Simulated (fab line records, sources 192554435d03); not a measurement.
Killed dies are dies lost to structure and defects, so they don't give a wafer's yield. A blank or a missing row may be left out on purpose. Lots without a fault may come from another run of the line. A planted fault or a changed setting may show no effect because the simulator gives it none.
fab line records | flow n5_finfet
record lots=24 wafers=72 last_day=20
route steps=1938 shown FIN_SAQP@120 FIN_CUT@168 DUMMY_GATE@232 SPACER0@260
lots that met no fault: from a run of the same line without faults
start_h: hours from the record's first day to the start of the lot's first wafer shown | wait_h: hours since the lot's step before | " the same as in the row above | L1.1+2: a row that stands for several wafers | - no value, or no start given | * or withheld: withheld | < > ~ a bound
route shown NAME@n: a module of which the file shows steps, and the number in the route of the first | usual: mean/standard deviation of fault-free wafers | same: alike in all rows | chamber/n: place in a boat | sites: the reading at each site | _std_site: their standard deviation | _edge_site: outer sites' mean less inner sites' | radius_mm: how far each site lies from the wafer's centre | mask NAME#n: copy n | behind: the tool/chamber that last shaped the wafer | hold: why the lot was held/for how many hours/how that ended | device: the transistor (n, p or np) that didn't switch | end of line: the same wafers' tests at the end of the route | a step without rows: its recipe alone | killed: dies lost to structure and defects at the first sort, not the wafer's yield | map: a wafer's dies, x killed, . not, _ none there
set.NAME: the setting as run; set.NAME@STEP: as run at that earlier step | model.NAME: the simulator's own value behind a step, which no gauge read
steps of the route over a sample of lots; a table a step, a row a wafer
services: from which hour (start_h, from the record's first day; less than 0 if before it) a tool's chamber was out of use, for how many hours, and why
## steps
# step N5_FIN_SAQP_MANDREL_ETCH_22
# recipe target_depth_a=600 chemistry=HBr/Cl2 target=a-Si stop_on=SiNx bt_time_s=10 over_etch_frac=0.5 time_s=30 pressure_mtorr=10 icp_w=800 bias_w=75 HBr_flow_sccm=150 Cl2_flow_sccm=80 ends=end_point
# usual drypump_motor_current_A=5.6/0.43 oes_product_au=0.763/0.013 throttle_valve_pct=35.3/0.32
# columns lot.wafer tool chamber start_h wait_h drypump_motor_current_A oes_product_au rf_hours_counter_h throttle_valve_pct
L074.2 rie_si-01 1 22.53 0.0 6.1 0.754 70 35.1
L074.3 " 0 " " 6.1 0.740 6 35.0
L074.4 " 2 " " 4.6 0.759 91 35.4
L075.1 rie_si-06 3 30.00 0.0 6.2 0.794 145 35.7
L075.4 " 0 " " 5.5 0.780 173 34.9
L075.5 " 0 " " 5.5 0.767 - 35.0
L076.3 rie_si-01 1 34.75 0.0 6.1 0.746 70 35.1
L076.4 " 3 " " 5.7 0.779 70 35.3
L076.5 " 2 " " 4.7 0.762 - 35.4
L077.3 rie_si-01 1 42.51 0.0 6.1 0.743 70 35.1
L077.4 " 0 " " 6.1 0.745 - 35.0
L077.5 " 1 " " 6.1 0.753 - 35.1
L078.1 rie_si-06 2 47.14 0.0 6.0 0.759 72 35.1
L078.3 " 0 " " 5.5 0.753 173 35.0
L078.5 " 3 " " 6.2 0.772 - 35.7
L079.3 rie_si-01 0 52.63 0.0 6.1 0.755 6 35.0
L079.4 " 1 " " 6.1 0.765 70 35.1
L079.6 " 0 " " 6.1 0.755 - 35.0
L080.2 rie_si-02 0 59.20 0.0 5.5 0.769 16 34.9
L080.4 " 1 " " 5.5 0.758 2 35.0
L080.6 " 0 " " 5.5 0.772 - 34.9
L081.2 rie_si-01 2 65.36 0.0 4.7 0.758 92 35.4
L081.3 " 1 " " 6.1 0.754 71 35.1
L081.5 " 1 " " 6.1 0.757 - 35.1
L082.1 rie_si-06 1 70.38 0.0 5.0 0.768 29 35.2
L082.4 " 3 " " 6.2 0.780 146 35.7
L082.6 " 1 " " 5.0 0.771 - 35.2
L083.1 rie_si-02 2 76.59 0.0 5.6 0.768 165 35.9
L083.2 " 3 " " 5.6 0.771 123 35.8
L083.6 " 1 " " 5.5 0.751 - 35.0
L084.2 rie_si-01 3 83.50 0.0 5.7 0.774 71 35.3
L084.4 " 3 " " 5.7 0.789 - 35.3
L084.5 " 2 " " 4.6 0.762 - 35.4
L085.1 rie_si-02 3 90.55 0.0 5.7 0.760 123 35.8
L085.3 " 1 " " 5.5 0.752 3 35.0
L085.6 " 3 " " 5.6 0.773 - 35.8
L086.2 rie_si-02 1 95.33 0.0 5.5 0.736 3 35.0
L086.3 " 2 " " 5.6 0.773 165 35.9
L086.4 " 1 " " 5.5 0.758 - 35.0
L087.3 rie_si-01 2 101.26 0.0 4.7 0.768 93 35.4
L087.4 " 1 " " 6.1 0.759 71 35.1
L087.5 " 0 " " 6.1 0.748 - 35.0
L088.3 rie_si-01 1 108.55 0.0 6.1 0.755 71 35.1
L088.5 " 2 " " 4.7 0.761 - 35.4
L088.6 " 3 " " 5.7 0.779 - 35.3
L089.1 rie_si-01 0 112.20 0.0 6.1 0.739 7 35.0
L089.3 " 2 " " 4.7 0.749 93 35.4
L089.4 " 3 " " 5.7 0.770 72 35.3
L090.1 rie_si-06 2 118.03 0.0 6.0 0.762 74 35.0
L090.2 " 0 " " 5.5 0.750 175 35.0
L090.6 " 1 " " 5.0 0.761 - 35.2
L091.3 rie_si-01 3 125.20 0.0 5.7 0.779 72 35.3
L091.4 " 2 " " 4.6 0.759 - 35.4
L091.5 " 1 " " 6.1 0.765 - 35.1
L092.1 rie_si-02 0 131.11 0.0 5.5 0.762 17 34.9
L092.3 " 2 " " 5.6 0.777 166 35.8
L092.6 " 0 " " 5.6 0.778 - 34.9
L093.3 rie_si-06 3 136.29 0.0 6.2 0.781 147 35.7
L093.5 " 2 " " 6.0 0.766 - 35.0
L093.6 " 3 " " 6.2 0.785 - 35.7
L094.2 rie_si-02 3 142.41 0.0 5.6 0.765 124 35.8
L094.3 " 1 " " 5.5 0.755 4 35.0
L094.6 " 2 " " 5.6 0.769 - 35.9
L095.1 rie_si-02 2 148.20 0.0 5.6 0.774 166 35.9
L095.2 " 0 " " 5.5 0.780 17 34.9
L095.3 " 3 " " 5.6 0.772 124 35.8
L096.1 rie_si-02 2 154.31 0.0 5.6 0.764 166 35.9
L096.2 " 0 " " 5.5 0.770 17 34.9
L096.4 " 3 " " 5.6 0.774 124 35.8
L097.3 rie_si-02 3 160.25 0.0 5.6 0.788 125 35.7
L097.5 " 0 " " 5.5 0.772 - 34.9
L097.6 " 3 " " 5.6 0.765 - 35.8
# step N5_FIN_SAQP_MANDREL_ETCH_58
# recipe chemistry=HBr/Cl2 target=a-Si target_depth_a=450 bt_time_s=10 stop_on=SiNx mask_material=SiO2 over_etch_frac=0.8 time_s=27 pressure_mtorr=10 icp_w=800 bias_w=75 HBr_flow_sccm=150 Cl2_flow_sccm=80 ends=end_point
# usual drypump_motor_current_A=5.6/0.4 oes_product_au=0.694/0.01 throttle_valve_pct=35.5/0.35
# columns lot.wafer tool chamber start_h wait_h drypump_motor_current_A oes_product_au rf_hours_counter_h throttle_valve_pct
L074.2 rie_si-06 3 24.66 0.0 6.2 0.705 145 35.9
L074.3 " 1 " " 5.0 0.699 28 35.5
L074.4 " 2 " " 6.0 0.705 72 35.3
L075.1 rie_si-06 1 32.26 0.0 5.0 0.695 28 35.5
L075.4 " 2 " " 6.0 0.707 72 35.2
L075.5 " 0 " " 5.5 0.701 - 35.2
L076.3 rie_si-02 1 36.92 0.0 5.5 0.680 2 35.2
L076.4 " 0 " " 5.5 0.702 15 35.1
L076.5 " 3 " " 5.6 0.709 - 36.0
L077.3 rie_si-02 3 44.80 0.0 5.6 0.700 122 36.0
L077.4 " 1 " " 5.5 0.676 2 35.2
L077.5 " 3 " " 5.6 0.697 - 36.0
L078.1 rie_si-01 2 49.41 0.0 4.7 0.692 92 35.6
L078.3 " 0 " " 6.1 0.674 6 35.2
L078.5 " 1 " " 6.1 0.688 - 35.3
L079.3 rie_si-01 1 55.22 0.0 6.1 0.664 70 35.3
L079.4 " 2 " " 4.7 0.697 92 35.6
L079.6 " 0 " " 6.1 0.676 - 35.2
L080.2 rie_si-02 1 61.21 0.0 5.5 0.679 2 35.2
L080.4 " 0 " " 5.6 0.707 16 35.2
L080.6 " 0 " " 5.5 0.704 - 35.1
L081.2 rie_si-02 3 67.67 0.0 5.6 0.696 123 36.0
L081.3 " 1 " " 5.5 0.684 2 35.2
L081.5 " 3 " " 5.6 0.697 - 36.0
L082.1 rie_si-06 0 72.91 0.0 5.6 0.694 174 35.2
L082.4 " 3 " " 6.2 0.706 146 35.9
L082.6 " 3 " " 6.2 0.699 - 36.0
L083.1 rie_si-02 1 79.47 0.0 5.5 0.670 3 35.2
L083.2 " 3 " " 5.6 0.697 123 36.0
L083.6 " 3 " " 5.6 0.703 - 36.0
L084.2 rie_si-02 1 85.48 0.0 5.5 0.666 3 35.2
L084.4 " 2 " " 5.6 0.699 165 36.1
L084.5 " 0 " " 5.5 0.700 - 35.1
L085.1 rie_si-01 2 93.74 0.0 4.6 0.679 92 35.6
L085.3 " 3 " " 5.7 0.698 71 35.5
L085.6 " 2 " " 4.6 0.695 - 35.6
L086.2 rie_si-02 2 97.66 0.0 5.6 0.687 165 36.1
L086.3 " 1 " " 5.5 0.687 3 35.2
L086.4 " 3 " " 5.6 0.710 - 36.0
L087.3 rie_si-02 3 103.53 0.0 5.6 0.700 123 36.0
L087.4 " 1 " " 5.5 0.680 3 35.2
L087.5 " 1 " " 5.5 0.678 - 35.2
L088.3 rie_si-02 0 110.76 0.0 5.6 0.708 16 35.2
L088.5 " 1 " " 5.5 0.685 - 35.2
L088.6 " 0 " " 5.5 0.693 - 35.2
L089.1 rie_si-01 1 114.55 0.0 6.1 0.685 72 35.3
L089.3 " 3 " " 5.7 0.698 72 35.5
L089.4 " 0 " " 6.1 0.676 7 35.2
L090.1 rie_si-06 0 120.30 0.0 5.5 0.689 175 35.2
L090.2 " 3 " " 6.2 0.698 147 35.9
L090.6 " 0 " " 5.6 0.699 - 35.2
L091.3 rie_si-01 3 127.72 0.0 5.7 0.704 72 35.5
L091.4 " 1 " " 6.1 0.704 72 35.3
L091.5 " 3 " " 5.7 0.720 - 35.5
L092.1 rie_si-01 1 133.46 0.0 6.1 0.685 72 35.3
L092.3 " 3 " " 5.7 0.706 72 35.5
L092.6 " 0 " " 6.1 0.670 - 35.3
L093.3 rie_si-06 0 138.60 0.0 5.6 0.689 175 35.2
L093.5 " 0 " " 5.6 0.686 - 35.2
L093.6 " 1 " " 5.0 0.696 - 35.5
L094.2 rie_si-06 0 144.36 0.0 5.6 0.687 175 35.2
L094.3 " 1 " " 5.0 0.701 30 35.4
L094.6 " 2 " " 6.0 0.702 - 35.2
L095.1 rie_si-06 1 150.13 0.0 5.0 0.683 30 35.4
L095.2 " 3 " " 6.2 0.711 147 35.9
L095.3 " 0 " " 5.5 0.693 175 35.2
L096.1 rie_si-02 3 156.76 0.0 5.6 0.693 125 36.0
L096.2 " 0 " " 5.5 0.711 17 35.1
L096.4 " 1 " " 5.5 0.693 4 35.2
L097.3 rie_si-06 0 162.39 0.0 5.5 0.686 176 35.2
L097.5 " 2 " " 6.0 0.693 - 35.2
L097.6 " 1 " " 5.0 0.694 - 35.5
# step N5_FIN_CUT_ETCH_20
# recipe chemistry=CF4 target=SiARC target_depth_a=260 mask_material=CAR-EUV time_s=43.3 ion_energy_ev=80 pressure_mtorr=40 source_w=545 bias_w=36 Ar_flow_sccm=100 cf4_flow_sccm=100 ends=cleared
# usual drypump_motor_current_A=5.5/0.49 etch_rf_on_time_s=42.6/0.74 oes_product_au=0.69/0.074 rf_vpp_V=184.0/1.2 showerhead_plenum_p_Torr=2.15/0.067 throttle_valve_pct=15.69/0.22
# columns lot.wafer tool chamber start_h wait_h drypump_motor_current_A etch_rf_on_time_s oes_product_au rf_hours_counter_h rf_vpp_V showerhead_plenum_p_Torr throttle_valve_pct
L074.2 rie_diel-01 1 27.09 0.0 6.2 40.0 0.67 148 185.7 2.22 15.46
L074.3 " 0 " " 6.1 42.0 0.63 208 184.6 2.22 16.08
L074.4 " 1 " " 6.2 40.3 0.66 - 185.3 2.22 15.46
L075.1 rie_diel-05 1 34.80 0.0 5.9 42.1 0.84 9 185.2 2.28 15.68
L075.4 " 0 " " 4.7 43.2 0.64 - 186.9 2.23 15.76
L075.5 " 1 " " 5.9 42.3 0.83 - 185.0 2.28 15.65
L076.3 rie_diel-01 0 40.46 0.0 6.1 42.5 0.62 213 184.3 2.22 16.09
L076.4 " 1 " " 6.1 40.0 0.66 - 185.0 2.21 15.47
L076.5 " 0 " " 6.1 42.5 0.62 - 185.7 2.22 16.09
L077.3 rie_diel-05 1 48.06 0.0 5.9 42.1 0.82 12 183.4 2.28 15.66
L077.4 " 0 " " 4.7 42.9 0.65 153 184.9 2.23 15.75
L077.5 " 0 " " 4.7 42.8 0.65 - 185.3 2.23 15.76
L078.1 rie_diel-04 2 52.82 0.0 5.5 43.2 0.69 96 184.0 2.08 15.43
L078.3 " 0 " " 5.8 43.5 0.63 179 184.8 2.14 15.84
L078.5 " 3 " " 5.8 42.4 0.64 - 181.4 2.15 15.99
L079.3 rie_diel-04 0 57.72 0.0 5.8 43.2 0.62 181 183.7 2.14 15.85
L079.4 " 1 " " 5.7 42.9 0.79 19 182.7 2.10 15.46
L079.6 " 1 " " 5.7 43.1 0.79 - 183.6 2.10 15.45
L080.2 rie_diel-01 0 64.83 0.0 6.1 42.6 0.61 221 186.0 2.22 16.09
L080.4 " 1 " " 6.2 40.5 0.65 161 185.9 2.21 15.47
L080.6 " 2 " " 5.1 41.9 0.81 - 184.3 2.20 15.36
L081.2 rie_diel-05 3 70.59 0.0 5.0 41.9 0.81 8 182.4 2.11 15.39
L081.3 " 2 " " 5.5 41.9 0.69 106 181.8 2.08 15.59
L081.5 " 0 " " 4.7 42.8 0.64 - 184.0 2.22 15.75
L082.1 rie_diel-05 2 75.70 0.0 5.5 42.5 0.68 108 183.3 2.08 15.59
L082.4 " 0 " " 4.7 43.8 0.63 161 186.3 2.22 15.75
L082.6 " 1 " " 5.9 42.5 0.80 - 184.5 2.28 15.68
L083.1 rie_diel-05 3 82.20 0.0 5.0 42.2 0.80 12 182.6 2.11 15.39
L083.2 " 0 " " 4.7 43.3 0.63 162 185.0 2.22 15.78
L083.6 " 3 " " 5.0 42.1 0.80 - 183.1 2.11 15.39
L084.2 rie_diel-05 0 88.13 0.0 4.7 42.7 0.63 164 184.9 2.22 15.78
L084.4 " 3 " " 5.0 42.5 0.79 - 184.5 2.11 15.40
L084.5 " 2 " " 5.5 42.2 0.69 - 184.7 2.08 15.60
L085.1 rie_diel-04 1 98.08 0.0 5.7 42.3 0.78 30 183.1 2.09 15.51
L085.3 " 2 " " 5.5 42.8 0.68 109 184.2 2.07 15.46
L085.6 " 0 " " 5.8 43.1 0.61 - 184.5 2.13 15.88
L086.2 rie_diel-05 0 100.14 0.0 4.7 42.8 0.63 167 184.1 2.22 15.78
L086.3 " 3 " " 5.0 42.7 0.78 17 184.8 2.11 15.42
L086.4 " 1 " " 5.9 42.0 0.80 24 185.3 2.27 15.67
L087.3 rie_diel-05 2 108.30 0.0 5.5 42.4 0.68 118 183.3 2.08 15.63
L087.4 " 0 " " 4.7 43.1 0.63 171 186.2 2.22 15.78
L087.5 " 0 " " 4.7 43.5 0.62 - 184.3 2.22 15.78
L088.3 rie_diel-04 3 113.51 0.0 5.8 42.6 0.62 202 181.9 2.14 16.04
L088.5 " 0 " " 5.8 43.4 0.61 - 182.2 2.13 15.89
L088.6 " 3 " " 5.8 42.7 0.63 - 183.0 2.14 16.05
L089.1 rie_diel-04 3 117.74 0.0 5.8 42.8 0.63 204 183.6 2.14 16.06
L089.3 " 1 " " 5.7 42.7 0.75 38 183.3 2.09 15.50
L089.4 " 3 " " 5.8 42.4 0.62 - 185.3 2.14 16.04
L090.1 rie_diel-05 2 123.67 0.0 5.5 42.1 0.67 124 183.7 2.08 15.63
L090.2 " 1 " " 5.9 41.9 0.78 35 184.6 2.27 15.71
L090.6 " 3 " " 5.0 42.7 0.77 - 183.3 2.10 15.41
L091.3 rie_diel-04 0 130.69 0.0 5.8 42.5 0.61 204 182.3 2.13 15.90
L091.4 " 3 " " 5.8 42.5 0.62 207 183.2 2.14 16.07
L091.5 " 3 " " 5.9 42.5 0.63 - 184.2 2.14 16.06
L092.1 rie_diel-05 3 136.64 0.0 5.0 42.5 0.77 28 184.1 2.10 15.44
L092.3 " 2 " " 5.5 42.1 0.67 127 181.2 2.07 15.66
L092.6 " 0 " " 4.7 42.6 0.63 - 183.1 2.22 15.82
L093.3 rie_diel-04 2 141.41 0.0 5.5 42.8 0.67 120 182.3 2.07 15.47
L093.5 " 3 " " 5.9 42.9 0.62 - 185.6 2.14 16.07
L093.6 " 2 " " 5.5 42.9 0.68 - 183.6 2.07 15.49
L094.2 rie_diel-01 1 147.40 0.0 6.2 40.5 0.63 192 186.4 2.20 15.54
L094.3 " 2 " " 5.1 42.2 0.75 38 183.8 2.19 15.42
L094.6 " 2 " " 5.1 42.2 0.74 - 183.8 2.19 15.44
L095.1 rie_diel-04 2 152.68 0.0 5.5 43.2 0.67 122 184.1 2.07 15.49
L095.2 " 0 " " 5.8 43.1 0.61 210 183.6 2.13 15.90
L095.3 " 3 " " 5.9 43.0 0.62 213 184.3 2.14 16.08
L096.1 rie_diel-05 2 159.35 0.0 5.5 42.6 0.67 134 182.9 2.07 15.66
L096.2 " 0 " " 4.7 43.5 0.62 187 184.4 2.21 15.82
L096.4 " 3 " " 5.0 43.0 0.75 35 182.3 2.10 15.43
L097.3 rie_diel-05 1 165.14 0.0 5.9 42.1 0.77 46 185.3 2.27 15.71
L097.5 " 2 " " 5.5 42.0 0.66 - 182.9 2.07 15.66
L097.6 " 1 " " 5.9 41.7 0.77 - 184.5 2.27 15.73
# step N5_FIN_CUT_PRECLEAN_35
# recipe time_s=13.3 temp_c=45 pressure_torr=125 p_hf_torr=3 p_coreactant_torr=25 chemistry=vHF
# usual drypump_motor_current_A=6.09/0.23
# columns lot.wafer tool chamber start_h wait_h drypump_motor_current_A
L074.2 vapor_etch-02 0 27.59 0.0 5.82
L074.3 " 0 " " 5.80
L074.4 " 1 " " 6.25
L075.1 vapor_etch-01 0 35.53 0.3 6.28
L075.4 " 1 " " 5.72
L075.5 " 1 " " 5.70
L076.3 vapor_etch-02 1 40.98 0.1 6.24
L076.4 " 0 " " 5.81
L076.5 " 1 " " 6.24
L077.3 vapor_etch-01 0 48.60 0.1 6.24
L077.4 " 0 " " 6.25
L077.5 " 0 " " 6.23
L078.1 vapor_etch-02 1 53.44 0.2 6.27
L078.3 " 1 " " 6.28
L078.5 " 0 " " 5.82
L079.3 vapor_etch-02 1 58.24 0.1 6.22
L079.4 " 0 " " 5.81
L079.6 " 1 " " 6.23
L080.2 vapor_etch-02 1 65.33 0.0 6.24
L080.4 " 0 " " 5.82
L080.6 " 1 " " 6.26
L081.2 vapor_etch-02 0 71.08 0.0 5.81
L081.3 " 1 " " 6.25
L081.5 " 0 " " 5.80
L082.1 vapor_etch-01 0 76.20 0.0 6.28
L082.4 " 0 " " 6.30
L082.6 " 0 " " 6.26
L083.1 vapor_etch-02 1 82.70 0.0 6.27
L083.2 " 0 " " 5.82
L083.6 " 1 " " 6.30
L084.2 vapor_etch-01 0 88.64 0.1 6.27
L084.4 " 0 " " 6.31
L084.5 " 0 " " 6.30
L085.1 vapor_etch-02 0 98.88 0.4 5.83
L085.3 " 0 " " 5.81
L085.6 " 1 " " 6.26
L086.2 vapor_etch-01 0 100.65 0.1 6.36
L086.3 " 0 " " 6.27
L086.4 " 0 " " 6.29
L087.3 vapor_etch-02 1 108.82 0.1 6.25
L087.4 " 0 " " 5.83
L087.5 " 1 " " 6.23
L088.3 vapor_etch-02 0 114.02 0.1 5.82
L088.5 " 1 " " 6.21
L088.6 " 0 " " 5.82
L089.1 vapor_etch-02 0 118.24 0.0 5.81
L089.3 " 1 " " 6.25
L089.4 " 0 " " 5.82
L090.1 vapor_etch-01 0 124.16 0.0 6.26
L090.2 " 0 " " 6.30
L090.6 " 0 " " 6.30
L091.3 vapor_etch-01 0 131.35 0.2 6.28
L091.4 " 0 " " 6.31
L091.5 " 0 " " 6.25
L092.1 vapor_etch-02 0 137.13 0.0 5.82
L092.3 " 1 " " 6.25
L092.6 " 1 " " 6.22
L093.3 vapor_etch-02 0 141.93 0.1 5.82
L093.5 " 0 " " 5.81
L093.6 " 1 " " 6.25
L094.2 vapor_etch-01 1 147.90 0.0 5.72
L094.3 " 0 " " 6.28
L094.6 " 1 " " 5.71
L095.1 vapor_etch-02 0 153.18 0.0 5.81
L095.2 " 1 " " 6.29
L095.3 " 1 " " 6.27
L096.1 vapor_etch-02 1 159.84 0.0 6.27
L096.2 " 0 " " 5.81
L096.4 " 1 " " 6.25
L097.3 vapor_etch-01 0 165.66 0.1 6.30
L097.5 " 1 " " 5.70
L097.6 " 0 " " 6.30
# step N5_DUMMY_GATE_OVL_MEAS_16
# recipe points_per_wafer=522
# usual GATE_OVL=0.0/0.61
# columns lot.wafer tool chamber start_h wait_h GATE_OVL[nm]
L074.2 overlay-01 0 47.13 0.0 -0.3
L074.3 " 0 " " 0.7
L074.4 " 0 " " 0.8
L075.1 overlay-01 0 55.44 0.0 0.3
L075.4 " 0 " " 0.4
L075.5 " 0 " " 0.6
L076.3 overlay-02 0 59.61 0.0 0.2
L076.4 " 0 " " 0.9
L076.5 " 0 " " 1.3
L077.3 overlay-02 0 69.18 0.0 0.8
L077.4 " 0 " " 0.3
L077.5 " 0 " " 0.7
L078.1 overlay-02 0 71.65 0.0 0.0
L078.3 " 0 " " 0.5
L078.5 " 0 " " -0.3
L079.3 overlay-02 0 77.70 0.0 0.8
L079.4 " 0 " " 0.1
L079.6 " 0 " " 0.2
L080.2 overlay-02 0 83.17 0.0 0.9
L080.4 " 0 " " 0.5
L080.6 " 0 " " 0.8
L081.2 overlay-02 0 90.55 0.0 -0.1
L081.3 " 0 " " 0.9
L081.5 " 0 " " 0.5
L082.1 overlay-02 0 97.33 0.0 -1.3
L082.4 " 0 " " 0.0
L082.6 " 0 " " -0.6
L083.1 overlay-02 0 107.06 0.0 -0.5
L083.2 " 0 " " -0.3
L083.6 " 0 " " -0.2
L084.2 overlay-02 0 109.30 0.0 -0.7
L084.4 " 0 " " -0.9
L084.5 " 0 " " -0.7
L085.1 overlay-01 0 117.36 0.0 0.1
L085.3 " 0 " " 0.0
L085.6 " 0 " " 0.2
L086.2 overlay-02 0 120.22 0.0 0.5
L086.3 " 0 " " -0.1
L086.4 " 0 " " 0.0
L087.3 overlay-01 0 127.24 0.0 -0.9
L087.4 " 0 " " -0.6
L087.5 " 0 " " -1.1
L088.3 overlay-02 0 132.04 0.0 0.2
L088.5 " 0 " " -0.4
L088.6 " 0 " " 0.4
L089.1 overlay-02 0 136.18 0.0 0.5
L089.3 " 0 " " -0.2
L089.4 " 0 " " -0.5
L090.1 overlay-02 0 142.71 0.0 -0.1
L090.2 " 0 " " -0.2
L090.6 " 0 " " -0.5
L091.3 overlay-02 0 148.99 0.0 0.6
L091.4 " 0 " " 0.1
L091.5 " 0 " " -0.5
L092.1 overlay-01 0 155.57 0.0 0.4
L092.3 " 0 " " -0.4
L092.6 " 0 " " -0.3
L093.3 overlay-02 0 159.85 0.0 0.2
L093.5 " 0 " " 0.8
L093.6 " 0 " " -0.7
L094.2 overlay-02 0 168.91 0.0 -0.2
L094.3 " 0 " " -0.1
L094.6 " 0 " " -0.6
L095.1 overlay-01 0 172.10 0.0 0.7
L095.2 " 0 " " 0.3
L095.3 " 0 " " -0.1
L096.1 overlay-02 0 177.63 0.0 1.5
L096.2 " 0 " " 0.9
L096.4 " 0 " " 0.0
L097.3 overlay-01 0 184.20 0.0 -0.3
L097.5 " 0 " " -0.4
L097.6 " 0 " " 0.9
# step N5_SPACER0_ALD_08
# recipe material=SiNx target_thk_a=20 temp_c=400 ald_precursor_family=SiH2I2 ald_co_reactant=N2/H2-plasma pressure_torr=2
# usual heater_power_w=849/83
# columns lot.wafer tool chamber start_h wait_h heater_power_w
L074.2 ald_sin-01 1 49.22 0.1 958
L074.3 " 2 " " 863
L074.4 " 0 " " 831
L075.1 ald_sin-03 0 57.46 0.1 709
L075.4 " 1 " " 920
L075.5 " 0 " " 712
L076.3 ald_sin-01 3 62.51 0.1 757
L076.4 " 0 " " 851
L076.5 " 1 " " 964
L077.3 ald_sin-04 0 70.88 0.1 844
L077.4 " 2 " " 908
L077.5 " 3 " " 702
L078.1 ald_sin-04 2 73.35 0.1 952
L078.3 " 0 " " 826
L078.5 " 0 " " 818
L079.3 ald_sin-01 1 79.44 0.1 977
L079.4 " 3 " " 747
L079.6 " 0 " " 833
L080.2 ald_sin-04 3 84.90 0.1 683
L080.4 " 1 " " 1009
L080.6 " 2 " " 955
L081.2 ald_sin-01 0 94.19 0.1 832
L081.3 " 2 " " 872
L081.5 " 3 " " 773
L082.1 ald_sin-04 0 99.66 0.1 806
L082.4 " 2 " " 918
L082.6 " 0 " " 827
L083.1 ald_sin-04 2 108.91 0.1 893
L083.2 " 3 " " 719
L083.6 " 3 " " 722
L084.2 ald_sin-03 1 110.99 0.1 875
L084.4 " 2 " " 925
L084.5 " 1 " " 883
L085.1 ald_sin-04 0 119.38 0.1 820
L085.3 " 2 " " 915
L085.6 " 1 " " 938
L086.2 ald_sin-03 0 121.91 0.1 723
L086.3 " 2 " " 930
L086.4 " 0 " " 722
L087.3 ald_sin-04 2 129.22 0.1 887
L087.4 " 1 " " 928
L087.5 " 1 " " 945
L088.3 ald_sin-01 1 133.83 0.1 963
L088.5 " 0 " " 837
L088.6 " 1 " " 951
L089.1 ald_sin-04 1 138.96 0.1 929
L089.3 " 3 " " 733
L089.4 " 0 " " 815
L090.1 ald_sin-01 1 144.95 0.1 995
L090.2 " 2 " " 885
L090.6 " 1 " " 967
L091.3 ald_sin-04 0 150.79 0.1 808
L091.4 " 3 " " 723
L091.5 " 1 " " 936
L092.1 ald_sin-01 1 157.64 0.1 978
L092.3 " 2 " " 881
L092.6 " 2 " " 870
L093.3 ald_sin-04 2 161.69 0.1 885
L093.5 " 0 " " 810
L093.6 " 3 " " 749
L094.2 ald_sin-01 2 171.94 0.9 856
L094.3 " 1 " " 963
L094.6 " 3 " " 738
L095.1 ald_sin-04 2 173.79 0.1 896
L095.2 " 1 " " 942
L095.3 " 3 " " 752
L096.1 ald_sin-04 2 179.32 0.1 908
L096.2 " 3 " " 734
L096.4 " 1 " " 928
L097.3 ald_sin-03 2 185.94 0.1 932
L097.5 " 3 " " 814
L097.6 " 2 " " 907
## services
# columns tool chamber start_h hours kind
vapor_etch-02 - 2.82 4.3 pm
ald_sin-03 - 5.09 2.8 pm
vapor_etch-02 - 7.15 14.6 pm
ald_sin-04 - 12.85 0.7 repair
ald_sin-04 0 16.22 8.0 repair
ald_sin-03 - 17.81 6.1 pm
rie_diel-05 - 25.24 0.2 repair
ald_sin-03 0 25.44 6.5 repair
ald_sin-04 2 31.60 11.1 repair
vapor_etch-01 1 39.16 107.7 repair
ald_sin-01 - 39.35 0.9 repair
rie_si-01 2 42.23 4.4 repair
ald_sin-01 - 42.47 1.5 repair
rie_si-06 1 51.32 10.2 repair
ald_sin-04 3 56.55 7.1 repair
rie_si-06 - 74.60 2.8 pm
rie_si-01 0 77.06 6.5 repair
rie_diel-05 1 80.42 9.3 repair
ald_sin-04 - 85.25 14.0 pm
rie_si-02 0 93.54 8.2 repair
rie_diel-04 2 105.37 13.3 repair
rie_si-01 0 124.27 1.2 repair
ald_sin-01 3 131.40 31.4 repair
rie_si-01 2 138.20 3.6 repair
## key
fault none
